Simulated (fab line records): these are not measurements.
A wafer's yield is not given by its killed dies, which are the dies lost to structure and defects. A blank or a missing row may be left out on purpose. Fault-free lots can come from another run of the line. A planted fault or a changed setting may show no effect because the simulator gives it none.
fab line records	flow nand_harc
[record] lots = 6	wafers = 18	last_day = 33
route steps=1302 shown A_ZERO_WELL@403 A_SOURCE_PLATE@413 END@1302
lots that met no fault: taken from a fault-free run of the same line
start_h: hours from the record's opening day to when the first of the lot's shown wafers began	wait_h: hours elapsed since this lot's preceding step	" the same as in the row above	L1.1+2: several wafers, shown together as one row	- no value, or no start was given	* or withheld: withheld	< > ~ a bound
route shown NAME@n: NAME is a module with steps in the file, n the number in the route of the first one	usual: mean and standard deviation over wafers with no fault	same: alike in all rows	chamber/n: place in a boat	sites: each site's reading	_std_site: standard deviation across them	_edge_site: mean of outer sites minus mean of inner sites	radius_mm: for every site, how far away it sits from the centre of the wafer	mask NAME#n: copy n	behind: the most recent tool/chamber to have shaped the wafer	hold: cause of the lot's hold/its duration in hours/its outcome	device: which transistor (n, p or np) failed to switch	end of line: tests of these same wafers at the route's end	for a step that has no rows: nothing shown but its recipe	killed: not the wafer's yield, but the dies lost to structure and defects at the first sort	map: shows each die of a wafer: x if killed, . if not, _ if none is there
set.NAME: setting as actually run; set.NAME@STEP: the setting as run at that earlier step	model.NAME: the simulator's own value behind a step, which no gauge read
lots seen at some steps along the route; tables by step, rows by wafer
services: the hour from which a tool's chamber was out of use, counted from the record's first day as start_h (under 0 if before that day), plus the number of hours and why
[[steps]]
[step NHARC_A_ZERO_WELL_DESCUM_12]
[recipe] time_s = 3	o2_flow_sccm = 200	ar_flow_sccm = 0	bias_power_w = 0	chemistry = O2
[usual] drypump_motor_current_A = 5.7/0.3	mfc_ar_sccm = 0.007/0.0092	oes_product_au = 0.996/0.013	rf_vpp_V = 57.6/0.8	showerhead_plenum_p_Torr = 1.87/0.058	throttle_valve_pct = 11.311/0.0097
lot.wafer	tool	chamber	start_h	wait_h	drypump_motor_current_A	mfc_ar_sccm	oes_product_au	rf_hours_counter_h	rf_vpp_V	showerhead_plenum_p_Torr	throttle_valve_pct
L397.3	rie_diel-06	1	148.61	-	5.4	0.013	0.987	0	57.4	1.81	11.322
L397.2	"	3	"	"	5.4	0.015	1.005	0	56.8	1.82	11.314
L397.4	"	0	"	"	5.8	0	0.978	-	57.0	1.86	11.300
L402.1	rie_diel-08	3	205.30	-	5.6	0	1.001	1	56.5	1.81	11.307
L402.6	"	3	"	"	5.6	0	1.004	-	59.6	1.81	11.307
L402.4	"	1	"	"	6.0	0.005	1.010	-	57.3	1.94	11.312
L407.2	rie_diel-06	0	248.37	-	5.8	0	0.979	3	57.3	1.86	11.314
L407.4	"	1	"	"	5.4	0.013	0.992	3	58.3	1.81	11.298
L407.5	"	1	"	"	5.4	0.013	1.003	-	58.3	1.81	11.299
L411.4	rie_diel-06	0	290.01	-	5.8	0	0.964	4	56.1	1.86	11.317
L411.5	"	2	"	"	5.4	0	0.997	-	56.9	1.95	11.321
L411.6	"	3	"	"	5.4	0.015	0.990	-	57.4	1.82	11.303
L416.1	rie_diel-08	0	343.02	-	6.0	0	0.993	28	57.9	1.93	11.301
L416.2	"	3	"	"	5.6	0	1.004	28	57.6	1.80	11.326
L416.6	"	0	"	"	6.0	0	0.985	-	58.0	1.93	11.314
L419.3	rie_diel-06	3	361.15	-	5.4	0.015	0.987	1	57.5	1.82	11.323
L419.1	"	0	"	"	5.9	0	0.984	1	56.4	1.86	11.313
L419.2	"	1	"	"	5.4	0.013	1.000	1	57.1	1.81	11.309
[step NHARC_A_ZERO_WELL_ETCH_19]
[recipe] target_depth_a = 800	overetch_a = 240	time_s = 87.88	ion_energy_ev = 200	n2_flow_sccm = 150	h2_flow_sccm = 150	ar_flow_sccm = 0	rf_w = 400	bias_w = 150	chemistry = N2/H2
[usual] bias_w = 150.0/0.46	drypump_motor_current_A = 5.7/0.32	mfc_ar_sccm = 0.007/0.0088	oes_product_au = 0.995/0.013	rf_vpp_V = 429.2/2	showerhead_plenum_p_Torr = 1.99/0.065	throttle_valve_pct = 14.170/0.0087
lot.wafer	tool	chamber	start_h	wait_h	bias_w	drypump_motor_current_A	mfc_ar_sccm	oes_product_au	rf_hours_counter_h	rf_vpp_V	showerhead_plenum_p_Torr	throttle_valve_pct
L397.3	rie_diel-06	3	148.71	0.1	150.5	5.4	0.015	1.010	0	428.7	1.94	14.174
L397.2	"	1	"	"	150.4	5.4	0.013	0.989	0	427.8	1.92	14.176
L397.4	"	1	"	"	150.5	5.3	0.013	0.987	-	427.2	1.93	14.172
L402.1	rie_diel-08	2	205.42	0.1	149.7	6.3	0.005	1.007	1	433.5	2.10	14.175
L402.6	"	1	"	"	150.0	6.1	0.005	1.012	-	431.6	2.06	14.176
L402.4	"	2	"	"	149.6	6.3	0.005	1.000	-	433.1	2.10	14.172
L407.4	rie_diel-06	2	248.46	0.1	150.0	5.4	0	0.998	3	431.0	2.08	14.170
L407.2	"	0	"	"	149.8	5.8	0	0.981	3	428.4	1.98	14.181
L407.5	"	1	"	"	149.1	5.3	0.013	1.001	-	427.3	1.92	14.162
L411.4	rie_diel-06	0	290.10	0.1	150.2	5.8	0	0.970	4	428.1	1.98	14.186
L411.5	"	1	"	"	150.5	5.4	0.013	0.995	-	426.7	1.92	14.183
L411.6	"	2	"	"	150.1	5.4	0	0.997	-	431.4	2.08	14.165
L416.2	rie_diel-08	3	343.11	0.1	149.2	5.6	0	0.995	28	428.9	1.92	14.176
L416.1	"	1	"	"	149.7	6.0	0.005	1.008	28	429.9	2.05	14.169
L416.6	"	2	"	"	150.3	6.4	0.005	1.000	-	431.5	2.09	14.180
L419.1	rie_diel-06	1	361.23	0.1	150.7	5.4	0.013	1.005	1	427.4	1.92	14.154
L419.3	"	2	"	"	150.5	5.4	0	0.966	1	431.1	2.08	14.161
L419.2	"	0	"	"	149.8	5.9	0	0.983	1	430.2	1.98	14.171
[step NHARC_A_ZERO_WELL_ETCH_13]
[recipe] target_depth_a = 1200	time_s = 40.1	hbr_flow_sccm = 150	cl2_flow_sccm = 50	rf_w = 400	icp_w = 400	bias_w = 100	chemistry = HBr/Cl2
[usual] bias_w = 100.0/0.32	drypump_motor_current_A = 6.0/0.32	oes_product_au = 1.001/0.015	throttle_valve_pct = 26.406/0.0099
lot.wafer	tool	chamber	start_h	wait_h	bias_w	drypump_motor_current_A	oes_product_au	rf_hours_counter_h	throttle_valve_pct
L397.2	rie_si-02	0	148.84	-	100.2	6.0	1.008	0.26	26.419
L397.4	"	1	"	"	100.0	5.5	0.977	0.21	26.395
L397.3	"	2	"	"	99.8	5.9	1.038	0.19	26.402
L402.1	rie_si-02	2	205.53	-	99.5	5.9	1.018	0.52	26.421
L402.4	"	3	"	"	99.9	6.2	0.995	0.66	26.412
L402.6	"	3	"	"	100.1	6.2	1.007	-	26.407
L407.4	rie_si-05	1	248.57	-	99.9	6.3	0.978	0.80	26.415
L407.2	"	3	"	"	99.7	6.2	0.995	0.64	26.397
L407.5	"	2	"	"	100.5	6.5	0.985	-	26.384
L411.4	rie_si-05	0	290.23	-	99.8	6.1	1.009	0.90	26.402
L411.5	"	1	"	"	100.2	6.3	0.999	-	26.415
L411.6	"	2	"	"	100.4	6.4	1.012	-	26.420
L416.2	rie_si-05	1	343.22	-	99.5	6.3	0.987	0.17	26.396
L416.1	"	2	"	"	99.4	6.4	0.986	0.21	26.402
L416.6	"	2	"	"	100.0	6.5	0.995	-	26.399
L419.1	rie_si-05	0	361.35	-	100.3	6.1	0.994	0.25	26.395
L419.2	"	1	"	"	100.2	6.3	1.002	0.32	26.396
L419.3	"	2	"	"	100.5	6.5	1.013	0.36	26.425
[step NHARC_A_ZERO_WELL_STRIP_14]
[recipe] time_s = 900	temp_c = 130	chemistry = SPM
[step NHARC_A_ZERO_WELL_IMPLANT_15]
[recipe] energy_kev = 150	dose_cm2 = 1e+13	tilt_deg = 7
[step NHARC_A_ZERO_WELL_PRECLEAN_22]
[recipe] time_s = 60	temp_c = 50	bath_age_min = 0	chemistry = SC1
[step NHARC_A_ZERO_WELL_SRD_23]
[step NHARC_A_ZERO_WELL_RTA_16]
[recipe] temp_c = 1000	time_s = 10
[usual] lamp_zone_7_pct = 32/3.3	wafer_temp_C_max = 1004.1/1.2
[same] lamp_power_pct = 28
lot.wafer	tool	chamber	start_h	wait_h	lamp_zone_7_pct	wafer_temp_C_max
L397.2	rtp_anneal-01	0	149.77	-	28	1004.4
L397.3	"	0	"	"	28	1003.3
L397.4	"	0	"	"	28	1003.2
L402.1	rtp_anneal-01	0	206.44	-	29	1004.0
L402.4	"	0	"	"	28	1003.9
L402.6	"	0	"	"	29	1005.3
L407.2	rtp_anneal-01	0	249.55	-	28	1004.8
L407.4	"	0	"	"	28	1005.0
L407.5	"	0	"	"	28	1006.0
L411.4	rtp_anneal-01	0	291.18	-	28	1004.2
L411.5	"	0	"	"	28	1005.5
L411.6	"	0	"	"	28	1006.3
L416.1	rtp_anneal-01	0	344.17	-	29	1005.7
L416.2	"	0	"	"	28	1005.3
L416.6	"	0	"	"	28	1005.5
L419.1	rtp_anneal-01	0	362.25	-	28	1004.6
L419.2	"	0	"	"	28	1003.3
L419.3	"	0	"	"	28	1004.4
[step NHARC_A_ZERO_WELL_INSPECT_17]
[usual] raw_defect_count = 9/4.8
lot.wafer	tool	chamber	start_h	wait_h	raw_defect_count
L397.2	defect_inspect-02	-	149.94	0.1	5
L397.3	"	-	"	"	9
L397.4	"	-	"	"	8
L402.1	defect_inspect-01	-	206.64	0.2	7
L402.4	"	-	"	"	8
L402.6	"	-	"	"	6
L407.2	defect_inspect-01	-	249.72	0.1	11
L407.4	"	-	"	"	4
L407.5	"	-	"	"	11
L411.4	defect_inspect-02	-	291.29	0.1	2
L411.5	"	-	"	"	10
L411.6	"	-	"	"	4
L416.1	defect_inspect-01	-	344.37	0.2	15
L416.2	"	-	"	"	13
L416.6	"	-	"	"	10
L419.1	defect_inspect-02	-	362.44	0.2	22
L419.2	"	-	"	"	18
L419.3	"	-	"	"	12
[step NHARC_A_SOURCE_PLATE_PRECLEAN_00]
[recipe] time_s = 60	chemistry = HF-LAST
[step NHARC_A_SOURCE_PLATE_SRD_01]
[step NHARC_A_SOURCE_PLATE_OXIDE_02]
[recipe] target_thk_a = 100	temp_c = 900	ox_time_s = 1362	material = SiO2
[usual] ox_temp_c = 900.0/0.42	ox_time_s = 1362/0	zone_power_bottom_pct = 27.1/0.52
lot.wafer	tool	chamber	start_h	wait_h	ox_temp_c	ox_time_s	zone_power_bottom_pct
L397.2	furnace-06	0	153.18	-	900.1	1362	28.0
L397.3	"	0	"	"	899.8	1362	27.1
L397.4	"	0	"	"	899.8	1362	27.5
L402.1	furnace-03	0	209.40	-	900.1	1362	26.6
L402.4	"	0	"	"	900.1	1362	26.6
L402.6	"	0	"	"	900.5	1362	26.3
L407.2	furnace-06	0	252.96	-	900.0	1362	27.6
L407.4	"	0	"	"	899.8	1362	27.6
L407.5	"	0	"	"	899.9	1362	27.6
L407.2	furnace-01	0	257.50	0.9	899.5	1362	27.0
L407.4	"	0	"	"	899.9	1362	27.2
L407.5	"	0	"	"	899.8	1362	26.9
L411.4	furnace-06	-	293.50	-	-	-	-
L411.5	"	-	"	"	-	-	-
L411.6	"	-	"	"	-	-	-
L411.4	furnace-01	0	297.47	0.3	900.5	1362	27.1
L411.5	"	0	"	"	899.6	1362	26.9
L411.6	"	0	"	"	899.4	1362	26.9
L416.1	furnace-06	0	347.62	-	899.4	1362	27.7
L416.2	"	0	"	"	899.0	1362	27.0
L416.6	"	0	"	"	900.0	1362	27.1
L419.1	furnace-03	0	364.49	-	899.0	1362	26.4
L419.2	"	0	"	"	900.1	1362	25.8
L419.3	"	0	"	"	900.1	1362	26.5
[step NHARC_A_SOURCE_PLATE_THK_MEAS_09]
[recipe] thk_meas_gauge = ellipsometry
[usual] thk_nm = 9.8/1.1
lot.wafer	tool	chamber	start_h	wait_h	thk_nm
L397.2	film_metro-02	-	157.26	0.4	11.1
L397.3	"	-	"	"	8.3
L397.4	"	-	"	"	9.2
L402.1	film_metro-02	-	213.51	0.4	8.6
L402.4	"	-	"	"	9.4
L402.6	"	-	"	"	9.2
L407.2	film_metro-02	-	261.88	0.7	15.1
L407.4	"	-	"	"	17.0
L407.5	"	-	"	"	16.0
L411.4	film_metro-01	-	301.87	0.7	16.4
L411.5	"	-	"	"	17.7
L411.6	"	-	"	"	15.3
L416.1	film_metro-01	-	351.65	0.4	9.9
L416.2	"	-	"	"	10.0
L416.6	"	-	"	"	9.3
L419.1	film_metro-01	-	368.52	0.4	11.3
L419.2	"	-	"	"	11.8
L419.3	"	-	"	"	9.3
[step NHARC_A_SOURCE_PLATE_PVD_04]
[recipe] target_thk_a = 500	material = WSi2
[step NHARC_END_SORT_01]
[recipe] temp_c = 25
[usual] killed_at_array = 52/19	killed_at_other = 1.0/1.2	killed_at_periphery = 4.1/2.8	killed_dies = 57/19	killed_open = 3.1/1.7	killed_short = 2.5/1.5
[same] gross_dies = 677
lot.wafer	tool	chamber	start_h	wait_h	killed_at_array	killed_at_other	killed_at_periphery	killed_dies	killed_open	killed_short
L397.2	prober-01	0	562.83	2.8	44	0	2	46	1	3
L397.3	prober-01	0	563.65	3.1	67	0	4	71	4	2
L397.4	prober-01	0	564.46	3.4	44	0	5	49	6	3
L402.1	prober-02	0	624.35	2.5	63	2	2	67	5	4
L402.4	prober-02	0	626.76	3.4	66	0	1	67	2	2
L402.6	prober-02	0	628.37	4.0	61	0	1	62	4	2
L407.2	prober-02	0	675.72	2.8	71	5	8	84	2	2
L407.4	prober-02	0	677.33	3.4	45	0	9	54	2	1
L407.5	prober-02	0	678.14	3.7	62	0	5	67	3	3
L411.4	prober-02	0	696.08	3.4	55	0	1	56	3	2
L411.5	prober-02	0	696.88	3.7	34	0	4	38	3	2
L411.6	prober-02	0	697.67	4.0	67	1	1	69	5	3
L416.1	prober-02	0	749.33	2.5	48	1	5	54	2	4
L416.2	prober-02	0	750.15	2.8	59	1	7	67	4	1
L416.6	prober-02	0	753.42	4.1	67	1	4	72	2	5
L419.1	prober-01	0	785.33	2.5	62	0	6	68	2	2
L419.2	prober-01	0	786.13	2.8	67	0	7	74	0	5
L419.3	prober-01	0	786.93	3.1	30	0	9	39	2	5
// killed by level:class
L397.2 A_CHANNEL_HOLE_D1:chamber_film_flake=17 A_CHANNEL_HOLE_D2:chamber_film_flake=15 A_STAIRCASE:chamber_film_flake=4 A_CHANNEL_FILL_D1:chamber_film_flake=3 P_CONTACT:geometric_particle:short=2 A_CONTACT:chamber_film_flake=2 A_ONON_D1:geometric_particle:open=1 A_ONON_D2:geometric_particle:short=1
L397.3 A_CHANNEL_HOLE_D1:chamber_film_flake=28 A_CHANNEL_HOLE_D2:chamber_film_flake=25 A_ZERO_WELL:chamber_film_flake=4 A_CHANNEL_FILL_D2:chamber_film_flake=2 A_CONTACT:chamber_film_flake=2 P_GATE:geometric_particle:open=1 A_ONON_D1:geometric_particle:open=1 A_CHANNEL_FILL_D1:geometric_particle:open=1
L397.4 A_CHANNEL_HOLE_D1:chamber_film_flake=14 A_CHANNEL_HOLE_D2:chamber_film_flake=14 A_ZERO_WELL:chamber_film_flake=3 A_STAIRCASE:chamber_film_flake=3 P_ZERO_WELL:chamber_film_flake=2 A_CONTACT:chamber_film_flake=2 P_GATE:geometric_particle:open=1 P_CONTACT:geometric_particle:open=1
L402.1 A_CHANNEL_HOLE_D1:chamber_film_flake=36 A_CHANNEL_HOLE_D2:chamber_film_flake=11 A_CONTACT:chamber_film_flake=5 A_DECK1_JOINT:chamber_film_flake=2 P_GATE:geometric_particle:open=1 A_ONON_D1:geometric_particle:short=1 A_ONON_D1:geometric_particle:open=1 A_CHANNEL_FILL_D1:geometric_particle:short=1
L402.4 A_CHANNEL_HOLE_D1:chamber_film_flake=33 A_CHANNEL_HOLE_D2:chamber_film_flake=17 A_CONTACT:chamber_film_flake=5 A_STAIRCASE:chamber_film_flake=3 A_DECK1_JOINT:chamber_film_flake=2 P_STI:geometric_particle:open=1 A_ONON_D2:geometric_particle:open=1 A_ONON_D2:geometric_particle:short=1
L402.6 A_CHANNEL_HOLE_D1:chamber_film_flake=38 A_CHANNEL_HOLE_D2:chamber_film_flake=6 A_CONTACT:chamber_film_flake=4 A_ZERO_WELL:chamber_film_flake=3 A_CHANNEL_FILL_D2:geometric_particle:open=2 A_DECK1_JOINT:chamber_film_flake=2 A_STAIRCASE:chamber_film_flake=2 A_CHANNEL_HOLE_D1:geometric_particle:open=1
L407.2 A_SLIT:chamber_film_flake=37 A_CHANNEL_HOLE_D1:chamber_film_flake=11 A_CHANNEL_HOLE_D2:chamber_film_flake=10 A_STAIRCASE:chamber_film_flake=8 P_CONTACT:chamber_film_flake=6 HYBRID_BOND:chamber_film_flake=4 A_SOURCE_PLATE:geometric_particle:open=2 A_CONTACT:chamber_film_flake=2
L407.4 A_CHANNEL_HOLE_D1:chamber_film_flake=13 A_SLIT:chamber_film_flake=10 A_CONTACT:chamber_film_flake=7 A_CHANNEL_HOLE_D2:chamber_film_flake=6 P_CONTACT:chamber_film_flake=5 A_STAIRCASE:chamber_film_flake=5 A_CHANNEL_HOLE_D2:unspecified=2 P_CONTACT:geometric_particle:open=1
L407.5 A_SLIT:chamber_film_flake=37 A_STAIRCASE:chamber_film_flake=6 A_CHANNEL_HOLE_D2:chamber_film_flake=5 P_CONTACT:chamber_film_flake=4 A_CHANNEL_HOLE_D1:chamber_film_flake=4 A_CHANNEL_HOLE_D2:unspecified=2 A_CONTACT:chamber_film_flake=2 A_SOURCE_PLATE:geometric_particle:open=1
L411.4 A_SLIT:chamber_film_flake=32 A_CHANNEL_HOLE_D2:chamber_film_flake=9 A_CHANNEL_HOLE_D1:chamber_film_flake=5 A_STAIRCASE:chamber_film_flake=2 A_ONON_D1:geometric_particle:short=1 A_ONON_D1:geometric_particle:open=1 A_ONON_D2:geometric_particle:open=1 A_CHANNEL_FILL_D2:geometric_particle:short=1
L411.5 A_SLIT:chamber_film_flake=12 A_CHANNEL_HOLE_D1:chamber_film_flake=10 A_CHANNEL_HOLE_D2:chamber_film_flake=7 A_CONTACT:chamber_film_flake=2 P_GATE:geometric_particle:open=1 P_M0:geometric_particle:open=1 P_M1:geometric_particle:open=1 A_ONON_D2:geometric_particle:short=1
L411.6 A_SLIT:chamber_film_flake=33 A_CHANNEL_HOLE_D2:chamber_film_flake=12 A_CHANNEL_HOLE_D1:chamber_film_flake=5 A_CONTACT:chamber_film_flake=4 A_CHANNEL_FILL_D1:geometric_particle:short=2 A_CHANNEL_FILL_D2:geometric_particle:open=2 A_CHANNEL_FILL_D1:chamber_film_flake=2 A_DECK1_JOINT:chamber_film_flake=2
L416.1 A_CHANNEL_HOLE_D1:chamber_film_flake=16 A_CHANNEL_HOLE_D2:chamber_film_flake=11 A_SLIT:chamber_film_flake=8 A_SGD_CUT:chamber_film_flake=4 P_STI:chamber_film_flake=3 A_CONTACT:chamber_film_flake=3 P_BONDPAD:geometric_particle:short=1 A_ONON_D1:geometric_particle:short=1
L416.2 A_SLIT:chamber_film_flake=21 A_CHANNEL_HOLE_D2:chamber_film_flake=20 A_CHANNEL_HOLE_D1:chamber_film_flake=7 A_DECK1_JOINT:chamber_film_flake=4 P_CONTACT:chamber_film_flake=3 A_SGD_CUT:chamber_film_flake=2 P_M0:geometric_particle:open=1 P_M2:geometric_particle:open=1
L416.6 A_SLIT:chamber_film_flake=26 A_CHANNEL_HOLE_D2:chamber_film_flake=17 A_CHANNEL_HOLE_D1:chamber_film_flake=9 A_CHANNEL_FILL_D1:geometric_particle:short=3 A_SGD_CUT:chamber_film_flake=3 P_CONTACT:chamber_film_flake=2 A_DECK1_JOINT:chamber_film_flake=2 A_CHANNEL_FILL_D1:geometric_particle:open=1
L419.1 A_CHANNEL_HOLE_D1:chamber_film_flake=23 A_CHANNEL_HOLE_D2:chamber_film_flake=12 A_CONTACT:chamber_film_flake=10 A_SLIT:chamber_film_flake=7 A_STAIRCASE:chamber_film_flake=5 P_STI:chamber_film_flake=3 P_M1:geometric_particle:open=1 A_SOURCE_PLATE:geometric_particle:open=1
L419.2 A_CHANNEL_HOLE_D2:chamber_film_flake=22 A_SLIT:chamber_film_flake=22 A_CHANNEL_HOLE_D1:chamber_film_flake=6 A_STAIRCASE:chamber_film_flake=5 P_STI:chamber_film_flake=4 A_CONTACT:chamber_film_flake=3 P_CONTACT:geometric_particle:short=2 A_DECK1_JOINT:chamber_film_flake=2
L419.3 A_SLIT:chamber_film_flake=9 A_M1:chamber_film_flake=6 P_STI:chamber_film_flake=5 A_CHANNEL_HOLE_D2:chamber_film_flake=4 A_CHANNEL_HOLE_D1:chamber_film_flake=2 A_CONTACT:chamber_film_flake=2 P_GATE:geometric_particle:open=1 P_CONTACT:geometric_particle:short=1
[[services]]
tool	chamber	start_h	hours	kind
rie_si-05	-	128.00	9.0	pm
rie_diel-06	-	130.20	9.0	pm
rie_diel-06	0	130.20	9.0	vent_cycle
rie_diel-06	1	130.20	16.0	vent_cycle
rie_diel-06	2	130.20	21.3	vent_cycle
rie_diel-06	3	130.20	9.0	vent_cycle
rie_diel-06	0	139.20	-	clean
rie_diel-08	-	168.38	0.7	repair
rie_diel-08	0	175.51	5.1	repair
rie_diel-08	0	188.04	25.0	repair
rie_diel-08	-	190.80	9.0	pm
rie_si-05	3	191.97	6.8	repair
furnace-01	-	206.39	26.0	pm
rie_si-02	-	215.62	2.8	repair
rie_diel-08	2	221.09	4.1	repair
rie_si-05	-	228.67	2.8	repair
rie_diel-06	-	276.61	0.3	repair
rie_si-02	-	277.00	9.0	pm
rie_si-05	2	295.16	3.1	repair
furnace-03	-	297.91	26.0	pm
rie_si-05	-	305.00	9.0	pm
rie_diel-06	-	307.20	9.0	pm
rie_si-05	0	321.96	10.4	repair
rie_si-02	1	357.88	5.1	repair
[[key]]
[first_sign] step = NHARC_A_SOURCE_PLATE_OXIDE_02	reading = visit	direction = added
[effect] step = NHARC_A_SOURCE_PLATE_OXIDE_02	reading = tool_record	direction = missing
[effect] step = NHARC_A_SOURCE_PLATE_THK_MEAS_09	reading = thk_nm	direction = up	sigmas = 6	usual = 9.8	struck = 16.3
met_at NHARC_A_SOURCE_PLATE_OXIDE_02
struck_wafers L407.2,L407.4,L407.5,L411.4,L411.5,L411.6
tester_left_out L407,L411
[fault] kind = repeated_step_whole	tool = furnace-03,furnace-06	chamber = -	onset_h = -	steps = NHARC_A_SOURCE_PLATE_OXIDE_02	times = 1	scope = struck_lots_only
// tester_left_out: of these lots the tester's yield and bins aren't shown, on N5 and GAA mostly nor the transistor test; their killed dies are dies lost to structure and defects alone, not to doping, threshold or leakage, so they don't give the yield
